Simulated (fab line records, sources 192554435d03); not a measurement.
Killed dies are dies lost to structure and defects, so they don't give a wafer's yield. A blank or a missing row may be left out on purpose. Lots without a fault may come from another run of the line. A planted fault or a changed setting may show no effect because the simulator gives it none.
Split-lot experiment | flow n5_finfet | 7 lots, 21 wafers read, on a route of 1938 steps

THE SPLIT
At N5_BEOL_M14_TRENCH_ETCH_34 (etches SiO2 in C4F8/O2/Ar, target depth 556.65 nm, time 126.9 s), the setting bias_w was moved away from the recipe's 2040 W on 2 of the 21 wafers read, by -5.4% to +16.9%. The other wafers ran this setting at the recipe's value.

The reading is taken at the split's own step.

THE READING
rf_vpp_V, in V, at N5_BEOL_M14_TRENCH_ETCH_34 (etches SiO2 in C4F8/O2/Ar, target depth 556.65 nm, time 126.9 s). Fault-free wafers of this fab line usually give 2215 V, standard deviation 33 V.

wafer  | tool, chamber at the split | bias_w as run, W | against the recipe | rf_vpp_V, V | against lot-mates on the recipe
L074.1 | rie_diel-03, 2             | 2040             | recipe             | 2238        | -
L074.2 | rie_diel-03, 3             | 2040             | recipe             | 2273        | -
L074.3 | rie_diel-03, 1             | 2040             | recipe             | 2270        | -
L081.1 | rie_diel-03, 3             | 2040             | recipe             | 2273        | -
L081.3 | rie_diel-03, 0             | 2040             | recipe             | 2170        | -
L081.4 | rie_diel-03, 1             | 2040             | recipe             | 2268        | -
L086.3 | rie_diel-03, 3             | 2040             | recipe             | 2272        | -
L086.4 | rie_diel-03, 1             | 2040             | recipe             | 2266        | -
L086.5 | rie_diel-03, 2             | 2040             | recipe             | 2239        | -
L090.1 | rie_diel-05, 2             | 2040             | recipe             | 2234        | -
L090.3 | rie_diel-05, 3             | 2040             | recipe             | 2195        | -
L090.4 | rie_diel-05, 3             | 2040             | recipe             | 2195        | -
L092.3 | rie_diel-04, 2             | 2040             | recipe             | 2212        | -
L092.5 | rie_diel-04, 2             | 2040             | recipe             | 2212        | -
L092.6 | rie_diel-04, 0             | 1929             | -5.4%              | 2082        | -130
L095.3 | rie_diel-03, 2             | 2040             | recipe             | 2237        | -
L095.4 | rie_diel-03, 1             | 2385             | +16.9%             | 2522        | +271
L095.6 | rie_diel-03, 1             | 2040             | recipe             | 2265        | -
L096.1 | rie_diel-05, 1             | 2040             | recipe             | 2197        | -
L096.3 | rie_diel-05, 2             | 2040             | recipe             | 2234        | -
L096.4 | rie_diel-05, 0             | 2040             | recipe             | 2214        | -

THE FIT
A straight line over all 21 wafers: rf_vpp_V changes by +18.1 V for each +1% of bias_w; r = +0.91; the points scatter about the line by 34 V.
The same after taking each lot's own level away (the mean of its wafers on the recipe; 21 wafers): +16.9 V for each +1%; r = +0.94; scatter 25 V.
On that fit, the largest move of bias_w shifts the reading by 2.9e+02 V.
The lots' own levels span 2208.0 to 2260.3 V, that is 1.6 times the standard deviation above.
So the lot-to-lot level changes the slope little: the two slopes agree.
Check: with one of the wafers moved furthest among these (+16.9%) left out of the fit, the line predicts +404 V for it against its lot-mates. It came out at +271 V against them.
Tool readings at the split's step, against how far the setting was moved: rf_vpp_V r = +0.91.

OTHER SPLITS ON THESE WAFERS
These wafers also went through other splits before the reading. Each is held against what the fit with the lots' levels taken away leaves over:
other split on the same wafers | wafers away from the commonest value | r with rf_vpp_V (lot level and that fit taken away)
N5_BEOL_M14_PEB_08 peb_temp_c  | 9                                    | -0.14
N5_BEOL_M14_ETCH_68 time_s     | 5                                    | +0.05

THE FILE'S OWN FIT
rf_vpp_V changes by +16.8 V for each +1% of bias_w, r = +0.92.
